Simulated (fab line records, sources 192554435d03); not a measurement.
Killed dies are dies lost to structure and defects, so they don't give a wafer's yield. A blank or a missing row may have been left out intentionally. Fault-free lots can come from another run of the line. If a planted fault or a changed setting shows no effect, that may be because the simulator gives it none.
Matching of chambers    flow n5-finfet    N5_BEOL_M3_ETCH_77 on rie-diel-04 has 3 sister chambers
The step etches underlayer in N2/H2, target depth 6.5 nm, time 5.2 s. 3 wafers are shown with their chamber, then 5 later ones without.

## WAFERS WITH THEIR CHAMBER
wafer   chamber  throttle-valve-pct (%)
L082.2  3        17.23
L083.1  2        17.83
L083.5  1        17.95

## WAFERS WHOSE CHAMBER IS MISSING
wafer   throttle-valve-pct (%)
L083.6  17.25
L094.1  17.59
L094.4  17.61
L094.6  17.29
L097.1  17.32

## THE CHAMBER EACH PASSED THROUGH
wafer   from the rows above           in truth
L083.6  3                             3
L094.1  can't be placed: 2 or 1 or 3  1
L094.4  can't be placed: 2 or 1 or 3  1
L094.6  3                             3
L097.1  3                             3
Correct placement for 3 of the 5. From these rows, 2 cannot be placed; in 2 the true chamber is one of the candidates. 0 placed wrongly.
How it was worked out, from the rows above alone: a wafer's distance from a chamber is the root of the sum, over the readings, of the square of ((its reading less the chamber's mean) divided by the reading's scatter). If the next closest chamber is less than 2 further off than the closest, the wafer can't be placed; otherwise it belongs to the closest. For every chamber, the mean is computed from those of its wafers that are shown. The scatter: with one shown wafer a chamber, the root of the mean of the squares of how far each hidden wafer lies from its nearest shown one.
